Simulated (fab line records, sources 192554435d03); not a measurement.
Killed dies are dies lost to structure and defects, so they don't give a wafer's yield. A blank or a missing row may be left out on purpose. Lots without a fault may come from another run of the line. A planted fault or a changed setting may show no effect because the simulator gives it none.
fab line records | flow n5_finfet | part 1 of 2: steps 1 to 17 of 27
record lots=5 wafers=15 last_day=17
route steps=1938 shown BEOL_M4@1053
lots that met no fault: from a run of the same line without faults
start_h: hours from the record's first day to the start of the lot's first wafer shown | wait_h: hours since the lot's step before | " the same as in the row above | L1.1+2: a row that stands for several wafers | - no value, or no start given | * or withheld: withheld | < > ~ a bound
route shown NAME@n: a module of which the file shows steps, and the number in the route of the first | usual: mean/standard deviation of fault-free wafers | same: alike in all rows | chamber/n: place in a boat | sites: the reading at each site | _std_site: their standard deviation | _edge_site: outer sites' mean less inner sites' | radius_mm: how far each site lies from the wafer's centre | mask NAME#n: copy n | behind: the tool/chamber that last shaped the wafer | hold: why the lot was held/for how many hours/how that ended | device: the transistor (n, p or np) that didn't switch | end of line: the same wafers' tests at the end of the route | a step without rows: its recipe alone | killed: dies lost to structure and defects at the first sort, not the wafer's yield | map: a wafer's dies, x killed, . not, _ none there
set.NAME: the setting as run; set.NAME@STEP: as run at that earlier step | model.NAME: the simulator's own value behind a step, which no gauge read
lots at some steps of the route; a table a step, a row a wafer
services: from which hour (start_h, from the record's first day; less than 0 if before it) a tool's chamber was out of use, for how many hours, and why
## steps
# step N5_BEOL_M4_EXPOSE_25
# recipe mask_id=V3 na=0.33 source_shape=quasar sigma_inner=0.2 sigma_outer=0.8 polarization=unpolarized defocus_nm=5 dose_mj=63
# columns lot.wafer tool chamber start_h wait_h mask
L077.1+4+5 euv_scanner-01 0 175.36 - V3#0
L079.2+3+4 euv_scanner-02 0 196.36 - V3#0
L082.2+5+6 euv_scanner-02 0 214.29 - V3#0
L084.1+3+6 euv_scanner-01 0 228.98 - V3#0
L096.1+4+5 euv_scanner-02 0 294.53 - V3#0
# step N5_BEOL_M4_PEB_26
# recipe peb_temp_c=100 peb_time_s=60 resist=CAR-EUV
# usual exhaust_pa=45.0/0.85 plate_temp_C=100.02/0.12
# same peb_time_s=60
# columns lot.wafer tool chamber start_h wait_h exhaust_pa plate_temp_C
L077.1 litho_track-05 0 175.44 0.1 44.6 99.88
L077.4 " 0 " " 43.7 99.96
L077.5 " 0 " " 45.2 99.98
L079.2 litho_track-01 0 196.43 0.1 46.2 100.18
L079.3 " 0 " " 45.6 100.01
L079.4 " 0 " " 47.3 100.10
L082.2 litho_track-02 0 214.36 0.1 45.9 100.04
L082.5 " 0 " " 45.0 100.00
L082.6 " 0 " " 44.9 99.97
L084.1 litho_track-01 0 229.06 0.1 45.9 100.03
L084.3 " 0 " " 45.1 99.94
L084.6 " 0 " " 44.8 100.04
L096.1 litho_track-01 0 294.61 0.1 43.9 99.80
L096.4 " 0 " " 43.3 100.00
L096.5 " 0 " " 44.5 99.97
# step N5_BEOL_M4_DEVELOP_27
# recipe develop_time_s=30 developer=TMAH resist=CAR-EUV rinse_liquid=surfactant_rinse dry=air_spin dev_temp_c=23
# usual exhaust_pa=44.9/1
# same develop_time_s=30
# columns lot.wafer tool chamber start_h wait_h exhaust_pa
L077.1 litho_track-05 0 - - 42.7
L077.4 " 0 " " 44.9
L077.5 " 0 " " 44.2
L079.2 litho_track-01 0 - - 46.1
L079.3 " 0 " " 45.4
L079.4 " 0 " " 45.2
L082.2 litho_track-02 0 - - 47.6
L082.5 " 0 " " 45.1
L082.6 " 0 " " 45.7
L084.1 litho_track-01 0 - - 45.5
L084.3 " 0 " " 44.9
L084.6 " 0 " " 44.5
L096.1 litho_track-01 0 - - 45.0
L096.4 " 0 " " 43.6
L096.5 " 0 " " 43.8
# step N5_BEOL_M4_CD_MEAS_28
# recipe target_cd_nm=26.2 landing_energy_ev=500 detector=se_inlens target_cd_y_nm=24.1 polarity=opening
# usual cd_nm=26.11/0.24
# columns lot.wafer tool chamber start_h wait_h cd_nm
L077.1 cd_sem-03 0 175.51 - 25.96
L077.4 " 0 " " 25.96
L077.5 " 0 " " 26.38
L079.2 cd_sem-03 0 196.50 - 25.97
L079.3 " 0 " " 26.05
L079.4 " 0 " " 26.27
L082.2 cd_sem-03 0 214.43 - 25.85
L082.5 " 0 " " 25.81
L082.6 " 0 " " 26.02
L084.1 cd_sem-03 0 229.13 - 26.06
L084.3 " 0 " " 25.81
L084.6 " 0 " " 26.08
L096.1 cd_sem-01 0 294.67 - 26.33
L096.4 " 0 " " 26.28
L096.5 " 0 " " 25.91
# step N5_BEOL_M4_OVL_MEAS_29
# recipe points_per_wafer=522
# usual V3_OVL=0.0/0.67
# columns lot.wafer tool chamber start_h wait_h V3_OVL[nm]
L077.1 overlay-02 0 175.54 0.0 -0.5
L077.4 " 0 " " -0.3
L077.5 " 0 " " -0.2
L079.2 overlay-01 0 196.54 0.0 1.1
L079.3 " 0 " " -0.1
L079.4 " 0 " " 0.7
L082.2 overlay-02 0 214.46 0.0 0.2
L082.5 " 0 " " -0.2
L082.6 " 0 " " 0.2
L084.1 overlay-01 0 229.16 0.0 -0.6
L084.3 " 0 " " -0.8
L084.6 " 0 " " -0.5
L096.1 overlay-02 0 294.70 0.0 -0.5
L096.4 " 0 " " -1.7
L096.5 " 0 " " -0.5
# step N5_BEOL_M4_INSPECT_30
# recipe mode=adi inspect_instrument=brightfield
# usual raw_defect_count=387/100
# columns lot.wafer tool chamber start_h wait_h raw_defect_count
L077.1 defect_inspect-01 - 175.60 0.1 341
L077.4 " - " " 322
L077.5 " - " " 320
L079.2 defect_inspect-01 - 196.59 0.0 318
L079.3 " - " " 383
L079.4 " - " " 290
L082.2 defect_inspect-02 - 214.52 0.0 394
L082.5 " - " " 315
L082.6 " - " " 515
L084.1 defect_inspect-02 - 229.21 0.1 683
L084.3 " - " " 571
L084.6 " - " " 540
L096.1 defect_inspect-01 - 294.76 0.1 297
L096.4 " - " " 400
L096.5 " - " " 370
# step N5_BEOL_M4_DESCUM_33
# recipe chemistry=O2 time_s=7 source_power_w=50 bias_power_w=20 pressure_mtorr=20 rf_frequency_hz=2.712e+07 temp_c=40 resist=CAR-EUV o2_flow_sccm=225
# usual drypump_motor_current_A=5.7/0.45 oes_product_au=0.83/0.07 rf_vpp_V=243.7/1.4 showerhead_plenum_p_Torr=2.13/0.071 throttle_valve_pct=20.32/0.25
# columns lot.wafer tool chamber start_h wait_h drypump_motor_current_A oes_product_au rf_hours_counter_h rf_vpp_V showerhead_plenum_p_Torr throttle_valve_pct
L077.1 rie_diel-03 0 175.63 0.0 6.1 0.83 96 242.9 2.09 20.63
L077.4 " 3 " " 5.6 0.85 54 243.5 2.13 20.32
L077.5 " 3 " " 5.6 0.85 - 243.5 2.13 20.33
L079.2 rie_diel-06 3 196.62 0.0 5.8 0.83 79 245.5 2.19 20.07
L079.3 " 1 " " 6.1 0.78 111 241.4 2.04 20.52
L079.4 " 0 " " 6.2 0.84 61 244.3 2.23 20.13
L082.2 rie_diel-02 0 214.55 0.0 6.4 0.93 41 242.9 2.03 20.58
L082.5 " 2 " " 5.6 0.67 - 243.4 2.06 20.64
L082.6 " 0 " " 6.4 0.92 - 241.6 2.03 20.58
L084.1 rie_diel-06 3 229.51 0.3 5.8 0.83 90 244.9 2.18 20.10
L084.3 " 0 " " 6.1 0.83 73 245.2 2.23 20.16
L084.6 " 3 " " 5.8 0.83 - 245.1 2.18 20.08
L096.1 rie_diel-03 3 294.80 0.0 5.6 0.79 93 243.6 2.12 20.38
L096.4 " 0 " " 6.1 0.78 137 243.1 2.08 20.70
L096.5 " 1 " " 5.7 0.86 - 245.9 2.24 20.45
# step N5_BEOL_M4_ETCH_77
# recipe chemistry=N2/H2 target=underlayer target_depth_a=65 mask_material=CAR-EUV time_s=5.2 ion_energy_ev=200 pressure_mtorr=30 source_w=840 bias_w=150 n2_flow_sccm=200 h2_flow_sccm=200 ends=cleared
# usual drypump_motor_current_A=5.7/0.45 etch_rf_on_time_s=5.09/0.13 h2_flow_sccm=200.0/0.59 oes_product_au=0.71/0.058 rf_vpp_V=524.9/2.6 showerhead_plenum_p_Torr=2.58/0.089 throttle_valve_pct=17.75/0.26
# columns lot.wafer tool chamber start_h wait_h drypump_motor_current_A etch_rf_on_time_s h2_flow_sccm oes_product_au rf_hours_counter_h rf_vpp_V showerhead_plenum_p_Torr throttle_valve_pct
L077.1 rie_diel-03 0 175.66 0.0 6.2 5.16 199.3 0.71 96 524.2 2.56 18.23
L077.4 " 3 " " 5.6 5.09 200.7 0.73 54 524.4 2.59 17.74
L077.5 " 3 " " 5.6 5.06 200.5 0.74 - 525.1 2.59 17.77
L079.2 rie_diel-06 3 196.66 0.0 5.8 4.80 200.2 0.74 79 528.4 2.68 17.58
L079.3 " 1 " " 6.1 5.06 200.1 0.68 111 522.8 2.44 17.72
L079.4 " 0 " " 6.2 5.24 200.1 0.71 61 529.8 2.70 17.49
L082.2 rie_diel-02 0 214.58 0.0 6.5 5.06 199.3 0.78 41 520.7 2.49 18.07
L082.5 " 2 " " 5.5 5.20 200.4 0.57 - 521.7 2.48 18.00
L082.6 " 0 " " 6.4 5.08 200.0 0.77 - 522.2 2.49 18.06
L084.1 rie_diel-06 3 229.54 0.0 5.8 4.87 199.8 0.72 90 527.3 2.67 17.63
L084.3 " 0 " " 6.1 5.27 200.5 0.69 73 528.1 2.70 17.54
L084.6 " 3 " " 5.8 4.84 200.0 0.72 - 526.6 2.67 17.63
L096.1 rie_diel-03 3 294.83 0.0 5.7 5.13 199.2 0.67 93 522.0 2.57 17.82
L096.4 " 0 " " 6.1 5.30 200.5 0.65 137 525.5 2.54 18.30
L096.5 " 1 " " 5.6 5.02 199.9 0.74 - 528.3 2.68 17.58
# step N5_BEOL_M4_ETCH_69
# recipe chemistry=CF4 target=SiARC target_depth_a=156 mask_material=CAR-EUV time_s=26 ion_energy_ev=80 pressure_mtorr=40 source_w=545 bias_w=36 Ar_flow_sccm=100 cf4_flow_sccm=100 ends=cleared
# usual drypump_motor_current_A=5.7/0.45 etch_rf_on_time_s=25.5/0.66 oes_product_au=0.71/0.057 rf_vpp_V=184.4/1.3 showerhead_plenum_p_Torr=2.17/0.064 throttle_valve_pct=15.46/0.26
# columns lot.wafer tool chamber start_h wait_h drypump_motor_current_A etch_rf_on_time_s oes_product_au rf_hours_counter_h rf_vpp_V showerhead_plenum_p_Torr throttle_valve_pct
L077.1 rie_diel-03 0 175.68 0.0 6.1 26.7 0.69 96 183.0 2.16 15.84
L077.4 " 3 " " 5.6 25.5 0.72 54 186.4 2.17 15.31
L077.5 " 3 " " 5.7 25.7 0.72 - 183.3 2.17 15.32
L079.2 rie_diel-06 3 196.68 0.0 5.8 24.3 0.73 79 185.1 2.25 15.41
L079.3 " 1 " " 6.1 25.9 0.67 111 184.1 2.07 15.57
L079.4 " 0 " " 6.2 26.8 0.70 61 185.3 2.24 15.09
L082.2 rie_diel-02 0 214.60 0.0 6.4 25.5 0.78 41 183.2 2.11 15.80
L082.5 " 2 " " 5.6 26.2 0.58 - 183.8 2.09 15.72
L082.6 " 0 " " 6.4 25.5 0.77 - 182.9 2.11 15.80
L084.1 rie_diel-06 3 229.56 0.0 5.8 23.9 0.72 90 185.1 2.25 15.42
L084.3 " 0 " " 6.1 26.2 0.70 73 186.7 2.24 15.10
L084.6 " 3 " " 5.8 24.3 0.72 - 185.3 2.25 15.41
L096.1 rie_diel-03 3 294.85 0.0 5.6 26.0 0.68 93 184.1 2.15 15.40
L096.4 " 0 " " 6.1 26.7 0.65 137 184.5 2.14 15.93
L096.5 " 1 " " 5.6 25.0 0.74 - 185.7 2.25 15.50
# step N5_BEOL_M4_ALD_98
# recipe material=SiO2 target_thk_a=25 temp_c=100 ald_precursor_family=BDEAS ald_co_reactant=O2-plasma pulse_time_s=1 co_reactant_pulse_time_s=1 purge_time_s=2 co_reactant_purge_time_s=2 ald_cycles=17 pressure_torr=2
# usual heater_power_w=76/6.1 precursor_pulse_height_rel=0.999/0.021
# columns lot.wafer tool chamber start_h wait_h heater_power_w precursor_pulse_height_rel
L077.1 ald_sin-01 3 176.16 0.4 82 1.016
L077.4 " 0 " " 78 0.991
L077.5 " 0 " " 79 0.963
L079.2 ald_sin-02 3 196.76 0.1 74 1.021
L079.3 " 1 " " 76 1.002
L079.4 " 3 " " 76 0.972
L082.2 ald_sin-02 2 214.68 0.1 91 1.034
L082.5 " 3 " " 75 0.980
L082.6 " 0 " " 84 0.981
L084.1 ald_sin-04 1 229.64 0.1 76 1.010
L084.3 " 3 " " 65 1.001
L084.6 " 3 " " 65 0.998
L096.1 ald_sin-02 3 294.96 0.1 74 1.012
L096.4 " 2 " " 92 0.995
L096.5 " 2 " " 90 1.011
# step N5_BEOL_M4_ETCHBACK_99
# recipe chemistry=CHF3 target=SiO2 target_depth_a=50 time_s=10.4 source_w=215 bias_w=47 Ar_flow_sccm=200 CHF3_flow_sccm=12 ion_energy_ev=100 pressure_mtorr=30
# usual drypump_motor_current_A=5.7/0.44 oes_f_703_au=0.83/0.058 oes_product_au=0.84/0.057 rf_vpp_V=241/5.4 showerhead_plenum_p_Torr=2.18/0.064 throttle_valve_pct=16.96/0.26
# columns lot.wafer tool chamber start_h wait_h drypump_motor_current_A oes_f_703_au oes_product_au rf_hours_counter_h rf_vpp_V showerhead_plenum_p_Torr throttle_valve_pct
L077.1 rie_diel-03 2 188.60 12.4 5.5 0.91 0.89 40 235 2.27 17.14
L077.4 " 2 " " 5.5 0.92 0.88 - 235 2.27 17.15
L077.5 " 0 " " 6.1 0.80 0.81 - 238 2.18 17.43
L079.2 rie_diel-02 2 198.36 1.6 5.6 0.69 0.67 251 242 2.11 17.23
L079.3 " 0 " " 6.5 0.90 0.92 33 240 2.12 17.26
L079.4 " 2 " " 5.6 0.68 0.67 - 241 2.12 17.22
L082.2 rie_diel-03 1 217.94 3.2 5.7 0.92 0.90 27 234 2.26 16.80
L082.5 " 0 " " 6.2 0.79 0.80 - 239 2.18 17.42
L082.6 " 3 " " 5.6 0.80 0.83 - 253 2.18 16.84
L084.1 rie_diel-03 3 233.94 4.2 5.6 0.79 0.82 72 252 2.18 16.86
L084.3 " 0 " " 6.2 0.79 0.81 115 236 2.17 17.45
L084.6 " 0 " " 6.1 0.79 0.80 - 239 2.17 17.46
L096.1 rie_diel-02 3 300.52 5.5 4.9 0.77 0.77 133 238 2.17 16.81
L096.4 " 0 " " 6.4 0.85 0.86 73 238 2.10 17.34
L096.5 " 2 " " 5.6 0.92 0.95 - 241 2.10 16.77
# step N5_BEOL_M4_ETCH_70
# recipe chemistry=N2/H2 target=SOC target_depth_a=800 overetch_a=240 mask_material=SiARC temp_c=40 time_s=130 ion_energy_ev=200 pressure_mtorr=30 source_w=840 bias_w=150 n2_flow_sccm=200 h2_flow_sccm=200
# usual drypump_motor_current_A=5.7/0.44 h2_flow_sccm=200.0/0.66 oes_product_au=0.61/0.038 rf_vpp_V=525.0/2.4 showerhead_plenum_p_Torr=2.58/0.087 throttle_valve_pct=17.74/0.27
# columns lot.wafer tool chamber start_h wait_h drypump_motor_current_A h2_flow_sccm oes_product_au rf_hours_counter_h rf_vpp_V showerhead_plenum_p_Torr throttle_valve_pct
L077.1 rie_diel-03 2 188.64 0.0 5.5 200.2 0.64 40 529.2 2.71 18.11
L077.4 " 2 " " 5.5 199.9 0.64 - 527.5 2.71 18.10
L077.5 " 0 " " 6.2 200.3 0.60 - 526.4 2.56 18.17
L079.2 rie_diel-02 2 198.39 0.0 5.6 199.3 0.49 251 522.4 2.49 17.95
L079.3 " 0 " " 6.5 200.3 0.67 33 523.1 2.49 18.03
L079.4 " 2 " " 5.6 198.8 0.50 - 522.9 2.49 17.98
L082.2 rie_diel-03 1 217.97 0.0 5.7 200.2 0.65 27 528.1 2.69 17.47
L082.5 " 0 " " 6.2 200.3 0.59 - 524.2 2.56 18.21
L082.6 " 3 " " 5.7 200.5 0.61 - 523.5 2.58 17.73
L084.1 rie_diel-03 3 233.97 0.0 5.7 200.6 0.60 72 525.0 2.58 17.73
L084.3 " 0 " " 6.1 199.7 0.59 116 524.4 2.55 18.21
L084.6 " 0 " " 6.1 199.7 0.59 - 524.3 2.55 18.21
L096.1 rie_diel-02 3 300.55 0.0 4.9 201.0 0.56 133 524.6 2.56 17.58
L096.4 " 0 " " 6.5 200.8 0.62 73 522.1 2.47 18.11
L096.5 " 2 " " 5.6 198.9 0.68 - 521.3 2.47 17.53
# step N5_BEOL_M4_STRIP_71
# recipe chemistry=N2/H2 temp_c=40 n2_flow_sccm=200 h2_flow_sccm=200 rf_frequency_hz=6e+07
# columns lot.wafer tool chamber start_h wait_h
L077.1+4+5 rie_diel-03 2,2,0 188.72 0.0
L079.2+3+4 rie_diel-02 2,0,2 198.48 0.0
L082.2+5+6 rie_diel-03 1,0,3 218.06 0.0
L084.1+3+6 rie_diel-03 3,0,0 234.06 0.0
L096.1+4+5 rie_diel-02 3,0,2 300.64 0.0
# step N5_BEOL_M4_STRIP_78
# recipe chemistry=N2/H2 temp_c=40 n2_flow_sccm=200 h2_flow_sccm=200 rf_frequency_hz=6e+07
# columns lot.wafer tool chamber start_h wait_h
L077.1+4+5 rie_diel-03 2,2,0 188.73 0.0
L079.2+3+4 rie_diel-02 2,0,2 198.49 0.0
L082.2+5+6 rie_diel-03 1,0,3 218.07 0.0
L084.1+3+6 rie_diel-03 3,0,0 234.07 0.0
L096.1+4+5 rie_diel-02 3,0,2 300.65 0.0
# step N5_BEOL_M4_VIA_ETCH_34
# recipe chemistry=C4F6/O2 target_depth_a=694 mask_material=SOC pressure_mtorr=15 ion_energy_ev=250 taper_deg=4 time_s=65.9 source_w=350 bias_w=170 Ar_flow_sccm=300 C4F6_flow_sccm=10 O2_flow_sccm=10
# usual drypump_motor_current_A=5.7/0.44 oes_f_703_au=0.83/0.06 oes_product_au=0.84/0.057 rf_vpp_V=666/14 showerhead_plenum_p_Torr=2.88/0.081 throttle_valve_pct=30.7/0.36
# columns lot.wafer tool chamber start_h wait_h drypump_motor_current_A oes_f_703_au oes_product_au rf_hours_counter_h rf_vpp_V showerhead_plenum_p_Torr throttle_valve_pct
L077.1 rie_diel-03 2 188.74 0.0 5.5 0.92 0.88 40 650 2.99 30.9
L077.4 " 2 " " 5.5 0.91 0.89 - 648 2.99 30.9
L077.5 " 0 " " 6.1 0.79 0.81 - 659 2.88 31.3
L079.2 rie_diel-02 2 198.50 0.0 5.6 0.69 0.68 251 671 2.80 30.9
L079.3 " 0 " " 6.4 0.89 0.92 33 661 2.80 31.3
L079.4 " 2 " " 5.6 0.69 0.67 - 669 2.80 30.9
L082.2 rie_diel-03 1 218.08 0.0 5.7 0.94 0.89 27 646 2.98 30.2
L082.5 " 0 " " 6.1 0.79 0.81 - 658 2.87 31.3
L082.6 " 3 " " 5.7 0.80 0.83 - 699 2.88 30.7
L084.1 rie_diel-03 3 234.08 0.0 5.7 0.80 0.83 72 699 2.87 30.7
L084.3 " 0 " " 6.1 0.78 0.81 116 657 2.87 31.3
L084.6 " 0 " " 6.2 0.78 0.80 - 657 2.87 31.3
L096.1 rie_diel-02 3 300.66 0.0 4.9 0.77 0.77 133 656 2.86 30.5
L096.4 " 0 " " 6.4 0.84 0.85 73 660 2.78 31.4
L096.5 " 2 " " 5.6 0.93 0.94 - 669 2.78 30.6
# step N5_BEOL_M4_STRIP_83
# recipe chemistry=C4F6/O2 resist=SiARC rf_frequency_hz=6e+07
# columns lot.wafer tool chamber start_h wait_h
L077.1+4+5 rie_diel-03 2,2,0 188.79 0.0
L079.2+3+4 rie_diel-02 2,0,2 198.55 0.0
L082.2+5+6 rie_diel-03 1,0,3 218.13 0.0
L084.1+3+6 rie_diel-03 3,0,0 234.13 0.0
L096.1+4+5 rie_diel-02 3,0,2 300.71 0.0
# step N5_BEOL_M4_STRIP_36
# recipe chemistry=N2/H2 power_w=450 temp_c=40 pressure_mtorr=20 rf_frequency_hz=6e+07 overash_fraction=0.3 bias_power_w=7 h2_frac=0.5 n2_flow_sccm=200 h2_flow_sccm=200
# usual drypump_motor_current_A=5.7/0.44 h2_flow_sccm=200.0/0.53 oes_product_au=0.84/0.058 rf_vpp_V=59.2/1.4 showerhead_plenum_p_Torr=2.58/0.088 throttle_valve_pct=23.6/0.37
# same overash_fraction=0.3
# columns lot.wafer tool chamber start_h wait_h drypump_motor_current_A h2_flow_sccm oes_product_au rf_hours_counter_h rf_vpp_V showerhead_plenum_p_Torr throttle_valve_pct
L077.1 rie_diel-03 2 188.80 0.0 5.5 199.0 0.88 40 59.6 2.71 24.1
L077.4 " 2 " " 5.5 200.3 0.89 - 60.1 2.71 24.2
L077.5 " 0 " " 6.2 200.9 0.83 - 58.6 2.56 24.2
L079.2 rie_diel-02 2 198.56 0.0 5.6 199.9 0.68 251 58.9 2.48 23.8
L079.3 " 0 " " 6.4 200.5 0.93 33 57.9 2.48 24.1
L079.4 " 2 " " 5.6 199.5 0.67 - 60.0 2.48 23.8
L082.2 rie_diel-03 1 218.14 0.0 5.7 200.9 0.89 27 60.9 2.69 23.0
L082.5 " 0 " " 6.2 200.3 0.81 - 57.7 2.55 24.2
L082.6 " 3 " " 5.6 200.0 0.83 - 61.2 2.58 23.8
L084.1 rie_diel-03 3 234.14 0.0 5.6 199.7 0.83 72 61.1 2.58 23.8
L084.3 " 0 " " 6.1 199.6 0.81 116 58.8 2.55 24.2
L084.6 " 0 " " 6.1 199.9 0.81 - 60.2 2.55 24.2
L096.1 rie_diel-02 3 300.72 0.0 4.8 200.6 0.77 133 58.5 2.55 23.5
L096.4 " 0 " " 6.5 199.8 0.87 73 59.4 2.47 24.2
L096.5 " 2 " " 5.6 200.1 0.93 - 58.3 2.47 23.5
